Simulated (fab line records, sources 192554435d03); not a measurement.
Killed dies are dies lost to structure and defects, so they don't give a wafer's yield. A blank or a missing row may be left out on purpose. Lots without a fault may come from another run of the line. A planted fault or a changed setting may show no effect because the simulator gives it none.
Split-lot experiment | flow n5_finfet | 7 lots, 21 wafers read, on a route of 1938 steps

THE SPLIT
At N5_BEOL_M0_SAQP_ETCH_84 (etches SOC in N2/H2, target depth 100 nm, overetch 20 nm, time 150 s), the setting time_s was moved away from the recipe's 150 s on 8 of the 21 wafers read, by -20.5% to +10.4%. The other wafers ran this setting at the recipe's value.

The reading is taken at the split's own step.

THE READING
SiARC_of_BEOL_M0_SAQP_COAT_82.thk_nm (the simulator's own value, which no gauge read), in nm, at N5_BEOL_M0_SAQP_ETCH_84 (etches SOC in N2/H2, target depth 100 nm, overetch 20 nm, time 150 s). The file gives no usual value for it. The 13 wafers here that ran the recipe average 24.3 nm, standard deviation 0.13 nm.

wafer  | tool, chamber at the split | time_s as run, s | against the recipe | SiARC_of_BEOL_M0_SAQP_COAT_82.thk_nm, nm | against lot-mates on the recipe
L080.1 | rie_diel-02, 2,0           | 150              | recipe             | 24.4                                     | -
L080.6 | rie_diel-02, 2,0           | 150              | recipe             | 24.4                                     | -
L080.4 | rie_diel-02, 2             | 128.1            | -14.6%             | 25.2                                     | +0.8
L081.3 | rie_diel-02, 3,2           | 150              | recipe             | 24.4                                     | -
L081.4 | rie_diel-02, 3,2           | 150              | recipe             | 24.4                                     | -
L081.5 | rie_diel-02, 0             | 119.2            | -20.5%             | 25.6                                     | +1.2
L085.3 | rie_diel-01, 3,1           | 165.6            | +10.4%             | 23.8                                     | -0.6
L085.5 | rie_diel-01, 3,1           | 165.6            | +10.4%             | 23.8                                     | -0.6
L085.4 | rie_diel-01, 1             | 150              | recipe             | 24.4                                     | -
L089.2 | rie_diel-02, 1,2           | 150              | recipe             | 24.4                                     | -
L089.5 | rie_diel-02, 1,2           | 150              | recipe             | 24.4                                     | -
L089.4 | rie_diel-02, 2             | 129.6            | -13.6%             | 25.2                                     | +0.8
L092.1 | rie_diel-01, 2,1,2         | 127.5            | -15.0%             | 25.2                                     | no lot-mate on the recipe
L092.4 | rie_diel-01, 2,1,2         | 127.5            | -15.0%             | 25.2                                     | no lot-mate on the recipe
L092.6 | rie_diel-01, 2,1,2         | 127.5            | -15.0%             | 25.2                                     | no lot-mate on the recipe
L094.3 | rie_diel-06, 1             | 150              | recipe             | 24.2                                     | -
L094.5 | rie_diel-06, 1             | 150              | recipe             | 24.2                                     | -
L094.4 | rie_diel-06, 0             | 150              | recipe             | 24                                       | -
L095.3 | rie_diel-02, 1             | 150              | recipe             | 24.2                                     | -
L095.5 | rie_diel-02, 1             | 150              | recipe             | 24.2                                     | -
L095.4 | rie_diel-02, 0             | 150              | recipe             | 24.4                                     | -
Where a row lists several chambers, the file gives one row for several wafers and doesn't say which wafer went through which chamber.

THE FIT
A straight line over all 21 wafers: SiARC_of_BEOL_M0_SAQP_COAT_82.thk_nm changes by -0.059 nm for each +1% of time_s; r = -0.98; the points scatter about the line by 0.11 nm.
The same after taking each lot's own level away (the mean of its wafers on the recipe; 18 wafers): -0.0576 nm for each +1%; r = -0.99; scatter 0.059 nm.
On that fit, the largest move of time_s shifts the reading by 1.2 nm.
The lots' own levels span 24.13 to 24.40 nm, that is 2.1 times the standard deviation above.
So the lot-to-lot level changes the slope little: the two slopes agree.
Check: with one of the wafers moved furthest among these (-20.5%) left out of the fit, the line predicts +1.17 nm for it against its lot-mates. It came out at +1.2 nm against them.

OTHER SPLITS ON THESE WAFERS
These wafers also went through other splits before the reading. Each is held against what the fit with the lots' levels taken away leaves over:
other split on the same wafers          | wafers away from the commonest value | r with SiARC_of_BEOL_M0_SAQP_COAT_82.thk_nm (lot level and that fit taken away)
N5_MOL_CONTACT_COAG_COAT_76 spin_rpm    | 8                                    | +0.08
N5_MOL_CONTACT_COAG_VIA_ETCH_117 bias_w | 9                                    | -0.05
N5_BEOL_M0_SAQP_PEB_12 peb_time_s       | 6                                    | +0.18

THE FILE'S OWN FIT
SiARC_of_BEOL_M0_SAQP_COAT_82.thk_nm changes by -0.0576 nm for each +1% of time_s, r = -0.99.
